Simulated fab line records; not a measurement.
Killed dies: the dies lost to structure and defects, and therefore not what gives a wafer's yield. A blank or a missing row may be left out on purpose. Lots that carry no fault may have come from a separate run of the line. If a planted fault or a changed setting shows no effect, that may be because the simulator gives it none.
Matching of chambers | flow n5_finfet | N5_BEOL_M5_CURE_80 on uv_cure-02: 3 sister chambers
The step cures SiCOH lowk, time 120 s. 3 wafers are shown with their chamber, then 8 later ones without.

## WAFERS PAIRED WITH THEIR CHAMBERS
wafer  | chamber | wafer_temp_C_max
L083.5 | 2       | 372.5
L090.6 | 0       | 371.7
L094.4 | 1       | 372.0

## WAFERS WITHOUT THEIR CHAMBER
wafer  | wafer_temp_C_max
L094.5 | 371.9
L094.6 | 372.9
L095.1 | 371.0
L095.5 | 371.1
L095.6 | 371.2
L097.1 | 373.4
L097.4 | 372.8
L097.5 | 372.5

## WHICH CHAMBER EACH ONE RAN IN
wafer  | from the rows above          | in truth
L094.5 | can't be placed: 1 or 0 or 2 | 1
L094.6 | can't be placed: 2 or 1 or 0 | 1
L095.1 | can't be placed: 0 or 1 or 2 | 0
L095.5 | can't be placed: 0 or 1 or 2 | 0
L095.6 | can't be placed: 0 or 1 or 2 | 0
L097.1 | can't be placed: 2 or 1 or 0 | 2
L097.4 | can't be placed: 2 or 1 or 0 | 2
L097.5 | can't be placed: 2 or 1 or 0 | 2
Correct placement for 0 of the 8. From these rows, 8 cannot be placed; in 8 the true chamber is one of the candidates. Wrongly placed: 0.
How it was worked out, from the rows above alone: a wafer's distance from a chamber is the root of the sum, over the readings, of the square of ((its reading less the chamber's mean) divided by the reading's scatter). If the next closest chamber is less than 2 further off than the closest, the wafer can't be placed; otherwise it belongs to the closest. Each chamber's mean is taken over the wafers shown for it. The scatter: with one shown wafer a chamber, the root of the mean of the squares of how far each hidden wafer lies from its nearest shown one.
